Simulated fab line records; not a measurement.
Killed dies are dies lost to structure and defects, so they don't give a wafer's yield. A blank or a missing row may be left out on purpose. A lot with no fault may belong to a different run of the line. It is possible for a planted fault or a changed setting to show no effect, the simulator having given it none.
One fault through the eyes of 2 desks + flow n5_finfet + numbers are kept per desk, each desk with only its own; the story behind them comes last

== FROM THE METROLOGY DESK ==
What the gauges read for every lot (on any tool): the sampled wafers with a number, averaged. Marked OUT: a lot whose mean sits more than 4 standard deviations from the usual mean, which makes it out of limits; the brackets give that distance.
Columns: A = trench_depth_nm at N5_BEOL_M11_OCD_MEAS_38, usual 148 nm; B = M11_THK at N5_BEOL_M11_THK_MEAS_53, usual 139 nm; C = M11_RS at N5_BEOL_M11_RS_MEAS_57, usual 0.153 ohm/sq
| lot  | first seen here | A              | B   | C     |
|------|-----------------|----------------|-----|-------|
| L934 | day 12 00:00    | 151            | 143 | 0.148 |
| L937 | day 12 09:04    | 151            | 142 | 0.149 |
| L938 | day 12 22:42    | 147            | 137 | 0.154 |
| L942 | day 14 08:47    | 149            | 138 | 0.151 |
| L944 | day 14 09:08    | 160            | 151 | 0.139 |
| L943 | day 14 18:02    | 161 (+4.1) OUT | 151 | 0.139 |
| L951 | day 16 14:04    | 150            | 142 | 0.149 |
| L954 | day 17 16:17    | 149            | 140 | 0.151 |
This desk finds L943 out of limits, L943 being first, at day 14 18:02 (trench_depth_nm at N5_BEOL_M11_OCD_MEAS_38). L934, L937, L938, L942, L944, L951, L954 stayed within limits.

== TOOL OWNER'S DESK, rie_diel-06 ==
The tool's own readings at N5_BEOL_M11_TRENCH_ETCH_37 (etches SiCOH lowk in C4F6/O2, target depth 148.83 nm, time 48 s): means of the sampled wafers that have a number, for each lot that ran on this tool. Marked OUT: a lot whose mean sits more than 4 standard deviations from the usual mean, which makes it out of limits; the brackets give that distance. Readings shown: 7 out of 8 (the first out of limits, and those lying furthest out on some lot).
Columns: A = drypump_motor_current_A at N5_BEOL_M11_TRENCH_ETCH_37, usual 5.7 A; B = oes_f_703_au at N5_BEOL_M11_TRENCH_ETCH_37, usual 0.78 a.u.; C = oes_o_777_au at N5_BEOL_M11_TRENCH_ETCH_37, usual 0.78 a.u.; D = oes_product_au at N5_BEOL_M11_TRENCH_ETCH_37, usual 0.78 a.u.; E = rf_fwd_power_W at N5_BEOL_M11_TRENCH_ETCH_37, usual 341.2 W; F = rf_vpp_V at N5_BEOL_M11_TRENCH_ETCH_37, usual 669 V; G = throttle_valve_pct at N5_BEOL_M11_TRENCH_ETCH_37, usual 20.92 %
| lot  | first seen here | A   | B    | C    | D    | E               | F              | G     |
|------|-----------------|-----|------|------|------|-----------------|----------------|-------|
| L934 | day 11 23:49    | 5.7 | 0.89 | 0.89 | 0.88 | 341.6           | 656            | 20.90 |
| L937 | day 12 08:53    | 5.5 | 0.84 | 0.83 | 0.83 | 342.7           | 661            | 21.15 |
| L938 | day 12 22:31    | 5.7 | 0.78 | 0.78 | 0.77 | 342.1           | 669            | 21.03 |
| L944 | day 14 08:58    | 6.4 | 1.03 | 0.99 | 0.85 | 423.0 (+63) OUT | 599 (-7.7) OUT | 20.53 |
| L943 | day 14 17:50    | 5.9 | 1.03 | 0.99 | 0.84 | 424.6 (+64) OUT | 595 (-8.1) OUT | 20.91 |
| L954 | day 17 16:07    | 5.5 | 0.80 | 0.79 | 0.78 | 341.7           | 660            | 21.22 |
This desk finds L943, L944 out of limits, L944 being first, at day 14 08:58 (rf_fwd_power_W at N5_BEOL_M11_TRENCH_ETCH_37). L934, L937, L938, L954 stayed within limits.

== PUT TOGETHER ==
On L943, L944, at day 14 08:58, an alarm was possible from the tool owner's desk.
On L943, the metrology desk was in a position to raise an alarm at day 14 18:02.
The metrology desk holds a record of L944, inside its limits.
Every lot named ran N5_BEOL_M11_TRENCH_ETCH_37 on rie_diel-06.

== WHAT WAS PUT IN BY THE SIMULATOR ==
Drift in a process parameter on rie_diel-06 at N5_BEOL_M11_TRENCH_ETCH_37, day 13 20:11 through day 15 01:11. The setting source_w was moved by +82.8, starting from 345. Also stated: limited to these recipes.
Struck lots among those shown: L943, L944.
Hours from the fault's start to each desk's first reading out of limits: the tool owner's desk, 13; the metrology desk, 22.
